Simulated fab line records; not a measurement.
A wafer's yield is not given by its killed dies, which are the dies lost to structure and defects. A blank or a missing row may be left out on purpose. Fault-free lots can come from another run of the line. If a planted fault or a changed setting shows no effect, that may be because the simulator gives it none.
8D (eight disciplines) problem report, filled in by code || flow nandHarc || the parts of the form that need people (team, actions taken, sign-off) are left out

## 1. THE PROBLEM
NHARC_END_SORT_01, killedAtPeriphery: mean 86.0 over 1 wafer from 1 lot; wafers with no fault: 3.1, standard deviation 2.3. That puts it +36 standard deviations away from the usual mean.
The first sign was on wafer L221.2 at day 29 13:34, on prober-02. The record has a number at this step for 6 wafers belonging to 2 lots. By rule, "out" or "out of limits" means more than 4 standard deviations away from the usual mean. The other wafers with a number count as sound.

## 2. WHAT IT IS AND WHAT IT IS NOT
{"question": "which readings at this step", "is": "killedAtPeriphery, defectLimitedYield, killedDies, sort_bin_3_pct, sortNPass, sortYieldPct", "is not": "killedAtArray, killedAtOther, killedOpen, sortRimYieldPct"}
{"question": "which lots", "is": "L221", "is not": "L209"}
{"question": "which wafers of those lots", "is": "L221.2", "is not": "L221.1, L221.6"}
{"question": "read on which gauges", "is": "prober-02", "is not": "-"}
{"question": "when", "is": "from day 29 13:34", "is not": "up to then (4 sound wafers); but 1 sound wafer of L221 came after"}

## 3. THE SUSPECTS, EACH WITH WHAT RULES IT OUT
Counting: a tool at a process step up to the reading stays a suspect if it ran every lot that is out. Sound lots after the first of them don't rule it out here, since some wafers of a struck lot are sound.
- the gauge at NHARC_END_SORT_01: kept. All the wafers that are out were read on prober-02, and no step on other tools shows them out.
- rieDiel-11 at NHARC_P_M2_STRIP_18 (strips in N2/H2): kept. The lot that is out, L221, ran on it at day 11 09:41; the last sound lot it ran before that was L209, at day 6 09:05.
- rtpAnneal-01 at NHARC_THIN_TSV_ANNEAL_52 (time 90 s): kept. The lot that is out, L221, ran on it at day 28 22:52; the last sound lot it ran before that was L209, at day 23 14:15.
- cmp-01 at NHARC_THIN_TSV_CMP_21 (polishes, t overpolish 30 s, target thk 2000 nm): kept. The lot that is out, L221, ran on it at day 28 23:13; the last sound lot it ran before that was L209, at day 23 14:31.
- pvdSputter-02 at NHARC_THIN_TSV_PRE_CLEAN_54 (time 30 s): kept. It ran the lot that is out, L221 (day 28 23:45).
- At NHARC_P_M2_STRIP_18, inside rieDiel-11: chamber 2 took the wafers that are out, while their sound lot-mates went through chambers 0, 3.
- Within cmp-01 at NHARC_THIN_TSV_CMP_21, the wafers that are out were processed in chamber 3 and their sound lot-mates in chamber 1.
Left after counting: rieDiel-11 at NHARC_P_M2_STRIP_18, rtpAnneal-01 at NHARC_THIN_TSV_ANNEAL_52, cmp-01 at NHARC_THIN_TSV_CMP_21, pvdSputter-02 at NHARC_THIN_TSV_PRE_CLEAN_54, prober-02 at NHARC_END_SORT_01.

## 4. THE CAUSE (what the simulator had put in)
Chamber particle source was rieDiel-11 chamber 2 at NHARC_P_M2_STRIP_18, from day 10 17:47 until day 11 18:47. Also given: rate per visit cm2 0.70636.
This tool is one of the 5 suspects left after counting.

## 5. THE CHAIN OF EFFECTS, in route order
Each row: a reading where the mean over the struck wafers with a number is more than 3 standard deviations away from the usual. Only readings whose record carries a usual standard deviation are examined. hours: median over the lots of the time between each lot's start at the first step of this table that gives one and its start at this step. sigmas: the change, counted in usual standard deviations.
{"hours": 0, "step": "NHARC_END_SORT_01", "reading": "defectLimitedYield", "usual": "91.7 %", "on struck wafers": 80.9, "change": -10.8, "sigmas": -4.3}
{"hours": 0, "step": "NHARC_END_SORT_01", "reading": "killedAtPeriphery", "usual": 3.1, "on struck wafers": 86.0, "change": "+82.9", "sigmas": "+36"}
{"hours": 0, "step": "NHARC_END_SORT_01", "reading": "killedDies", "usual": 56, "on struck wafers": 129, "change": "+73", "sigmas": "+4.3"}
{"hours": 0, "step": "NHARC_END_SORT_01", "reading": "sort_bin_2_pct", "usual": "3.0 %", "on struck wafers": 6.9, "change": "+3.9", "sigmas": "+3.5"}
{"hours": 0, "step": "NHARC_END_SORT_01", "reading": "sort_bin_3_pct", "usual": "0.6 %", "on struck wafers": 2.7, "change": "+2.1", "sigmas": "+5.8"}
{"hours": 0, "step": "NHARC_END_SORT_01", "reading": "sort_bin_4_pct", "usual": "4.8 %", "on struck wafers": 9.5, "change": "+4.7", "sigmas": "+3.4"}
{"hours": 0, "step": "NHARC_END_SORT_01", "reading": "sortNPass", "usual": 621, "on struck wafers": 548, "change": -73, "sigmas": -4.3}
{"hours": 0, "step": "NHARC_END_SORT_01", "reading": "sortYieldPct", "usual": "91.7 %", "on struck wafers": 80.9, "change": -10.8, "sigmas": -4.3}

## 6. WHAT WOULD HAVE CAUGHT IT SOONER
In this record the first reading out of limits at a measuring or inspecting step was taken at day 29 13:34, 452 hours after the fault began at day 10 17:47.
Tool readings at NHARC_P_M2_STRIP_18 with a usual standard deviation given in the record: none out on any struck wafer, hence no alarm at a limit of 4 standard deviations on them.
By day 29 13:34 the whole set of lots that are out, 1 in number, had already begun NHARC_P_M2_STRIP_18 on rieDiel-11. Tool hold at that time: it would have spared none of them.
